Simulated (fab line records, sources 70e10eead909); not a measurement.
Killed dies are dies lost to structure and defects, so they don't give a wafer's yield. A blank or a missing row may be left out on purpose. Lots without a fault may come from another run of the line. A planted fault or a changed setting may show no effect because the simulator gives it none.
Chamber matching | flow nand_harc | NHARC_A_CONTACT_DEP_85 on pecvd-03: 3 sister chambers
The step deposits SiON, target thk 60 nm. 3 wafers are shown with their chamber, then 9 later ones without.

WAFERS WITH THEIR CHAMBER
wafer  | chamber | heater_power_w (W)
L089.3 | 1       | 705
L089.5 | 0       | 780
L089.6 | 2       | 654

WAFERS WITHOUT THEIR CHAMBER
wafer  | heater_power_w (W)
L095.1 | 693
L095.2 | 623
L095.5 | 707
L094.1 | 741
L094.4 | 718
L094.6 | 745
L096.1 | 675
L096.3 | 786
L096.6 | 705

WHICH CHAMBER EACH WENT THROUGH
wafer  | from the rows above     | in truth
L095.1 | can't be placed: 1 or 2 | 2
L095.2 | 2                       | 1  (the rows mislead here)
L095.5 | 1                       | 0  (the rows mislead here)
L094.1 | can't be placed: 1 or 0 | 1
L094.4 | 1                       | 1
L094.6 | can't be placed: 0 or 1 | 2
L096.1 | can't be placed: 2 or 1 | 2
L096.3 | 0                       | 0
L096.6 | 1                       | 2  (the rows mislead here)
Placed correctly: 2 of 9. Can't be placed from these rows: 4 (the true chamber is among the candidates in 3). Placed wrongly: 3.
How it was worked out, from the rows above alone: a wafer's distance from a chamber is the root of the sum, over the readings, of the square of ((its reading less the chamber's mean) divided by the reading's scatter). The wafer belongs to the nearest chamber; if the next one is less than 2 further off, it can't be placed. A chamber's mean is the mean of its shown wafers. The scatter: with one shown wafer a chamber, the root of the mean of the squares of how far each hidden wafer lies from its nearest shown one.
